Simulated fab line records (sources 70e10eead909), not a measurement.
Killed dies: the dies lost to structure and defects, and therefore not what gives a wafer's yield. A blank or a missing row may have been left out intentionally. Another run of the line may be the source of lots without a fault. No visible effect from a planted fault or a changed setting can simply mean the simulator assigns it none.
Matching of chambers    flow nand harc    NHARC_A_STAIRCASE_ETCHBACK_422 on rie diel-13: 4 sister chambers
The step etches the open film in CH3F/O2, target depth 40 nm, time 74.286 s. 4 wafers are shown with their chamber, then 7 later ones without.

## WAFERS, EACH WITH ITS CHAMBER
wafer   chamber  showerhead plenum p Torr (Torr)
L077.6  0        2.38
L089.6  3        2.63
L090.1  2        2.34
L090.4  1        2.50

## WAFERS WITHOUT THEIR CHAMBER
wafer   showerhead plenum p Torr (Torr)
L090.5  2.36
L092.4  2.63
L092.5  2.63
L092.6  2.36
L093.1  2.36
L093.5  2.63
L093.6  2.36

## EACH ONE'S CHAMBER
wafer   from the rows above      in truth
L090.5  can't be placed: 0 or 2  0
L092.4  3                        3
L092.5  3                        3
L092.6  can't be placed: 0 or 2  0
L093.1  can't be placed: 0 or 2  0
L093.5  3                        3
L093.6  can't be placed: 0 or 2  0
3 of 7 placed correctly. These rows do not allow placing 4 (true chamber among the candidates in 4). Wrongly placed: 0.
How it was worked out, from the rows above alone: a wafer's distance from a chamber is the root of the sum, over the readings, of the square of ((its reading less the chamber's mean) divided by the reading's scatter). The wafer belongs to the nearest chamber; if the next one is less than 2 further off, it can't be placed. The mean given for a chamber averages the wafers shown for that chamber. The scatter (one wafer shown for each chamber): square how far every hidden wafer sits from the nearest shown wafer, average those squares and take the square root.
